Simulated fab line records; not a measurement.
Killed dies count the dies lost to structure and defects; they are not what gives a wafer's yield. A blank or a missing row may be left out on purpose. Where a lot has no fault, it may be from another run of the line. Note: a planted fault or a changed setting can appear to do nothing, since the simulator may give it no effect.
Chamber matching :: flow n5Finfet :: N5_BEOL_M12_ETCH_68 on rieDiel-05: 4 sister chambers
The step etches SOC in N2/H2, time 285 s. 16 wafers are shown with their chamber, then 8 later ones without.

WAFERS PAIRED WITH THEIR CHAMBERS
wafer: L074.1
chamber: 3
showerheadPlenumPTorr (Torr): 2.46
throttleValvePct (%): 17.2
rfVppV (V): 521.6

wafer: L074.4
chamber: 1
showerheadPlenumPTorr (Torr): 2.47
throttleValvePct (%): 17.5
rfVppV (V): 520.4

wafer: L074.5
chamber: 0
showerheadPlenumPTorr (Torr): 2.45
throttleValvePct (%): 17.7
rfVppV (V): 520.9

wafer: L079.1
chamber: 3
showerheadPlenumPTorr (Torr): 2.46
throttleValvePct (%): 17.2
rfVppV (V): 523.7

wafer: L079.3
chamber: 0
showerheadPlenumPTorr (Torr): 2.45
throttleValvePct (%): 17.7
rfVppV (V): 522.0

wafer: L079.6
chamber: 3
showerheadPlenumPTorr (Torr): 2.46
throttleValvePct (%): 17.2
rfVppV (V): 522.5

wafer: L081.2
chamber: 3
showerheadPlenumPTorr (Torr): 2.46
throttleValvePct (%): 17.2
rfVppV (V): 522.5

wafer: L081.3
chamber: 0
showerheadPlenumPTorr (Torr): 2.45
throttleValvePct (%): 17.7
rfVppV (V): 520.5

wafer: L081.5
chamber: 3
showerheadPlenumPTorr (Torr): 2.46
throttleValvePct (%): 17.2
rfVppV (V): 520.7

wafer: L080.3
chamber: 2
showerheadPlenumPTorr (Torr): 2.51
throttleValvePct (%): 18.0
rfVppV (V): 523.7

wafer: L080.4
chamber: 0
showerheadPlenumPTorr (Torr): 2.45
throttleValvePct (%): 17.7
rfVppV (V): 522.4

wafer: L080.5
chamber: 0
showerheadPlenumPTorr (Torr): 2.45
throttleValvePct (%): 17.7
rfVppV (V): 519.8

wafer: L088.1
chamber: 2
showerheadPlenumPTorr (Torr): 2.51
throttleValvePct (%): 17.6
rfVppV (V): 522.6

wafer: L088.3
chamber: 3
showerheadPlenumPTorr (Torr): 2.45
throttleValvePct (%): 17.3
rfVppV (V): 520.6

wafer: L088.4
chamber: 0
showerheadPlenumPTorr (Torr): 2.44
throttleValvePct (%): 17.8
rfVppV (V): 519.0

wafer: L093.3
chamber: 0
showerheadPlenumPTorr (Torr): 2.44
throttleValvePct (%): 17.8
rfVppV (V): 520.3

SIGNATURES, as means of the wafers listed above
reading: showerheadPlenumPTorr
chamber 0: 2.4471
chamber 1: 2.4700
chamber 2: 2.5100
chamber 3: 2.4583
scatter within a chamber: 0.00434

reading: throttleValvePct
chamber 0: 17.729
chamber 1: 17.500
chamber 2: 17.800
chamber 3: 17.217
scatter within a chamber: 0.0925

reading: rfVppV
chamber 0: 520.700
chamber 1: 520.400
chamber 2: 523.150
chamber 3: 521.933
scatter within a chamber: 1.17
Rule: for a wafer and a chamber, the distance is found by dividing, reading by reading, the gap between the wafer's reading and the chamber's mean by the reading's scatter, squaring, summing and taking the root. The wafer belongs to the nearest chamber; if the next one is less than 2 further off, it can't be placed. How the scatter is found: for the shown wafers, subtract from each reading the mean of its chamber, square and add these, divide the total by (wafers less chambers), then take the root.

WAFERS MISSING THEIR CHAMBER
wafer: L093.4
showerheadPlenumPTorr (Torr): 2.44
throttleValvePct (%): 17.3
rfVppV (V): 521.4

wafer: L093.6
showerheadPlenumPTorr (Torr): 2.44
throttleValvePct (%): 17.3
rfVppV (V): 521.3

wafer: L094.1
showerheadPlenumPTorr (Torr): 2.44
throttleValvePct (%): 17.8
rfVppV (V): 521.7

wafer: L094.5
showerheadPlenumPTorr (Torr): 2.44
throttleValvePct (%): 17.3
rfVppV (V): 521.3

wafer: L094.6
showerheadPlenumPTorr (Torr): 2.50
throttleValvePct (%): 17.6
rfVppV (V): 523.0

wafer: L097.3
showerheadPlenumPTorr (Torr): 2.43
throttleValvePct (%): 17.8
rfVppV (V): 520.4

wafer: L097.5
showerheadPlenumPTorr (Torr): 2.50
throttleValvePct (%): 17.6
rfVppV (V): 523.1

wafer: L097.6
showerheadPlenumPTorr (Torr): 2.44
throttleValvePct (%): 17.3
rfVppV (V): 522.2

WHICH CHAMBER EACH WENT THROUGH
wafer: L093.4
from the rows above: can't be placed: 3 or 0
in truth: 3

wafer: L093.6
from the rows above: can't be placed: 3 or 0
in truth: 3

wafer: L094.1
from the rows above: 0
in truth: 0

wafer: L094.5
from the rows above: can't be placed: 3 or 0
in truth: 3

wafer: L094.6
from the rows above: 2
in truth: 2

wafer: L097.3
from the rows above: 0
in truth: 0

wafer: L097.5
from the rows above: 2
in truth: 2

wafer: L097.6
from the rows above: can't be placed: 3 or 0
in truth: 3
4 of 8 placed correctly. Cannot be placed on the basis of these rows: 4; the candidates contain the true chamber in 4. Placed wrongly: 0.
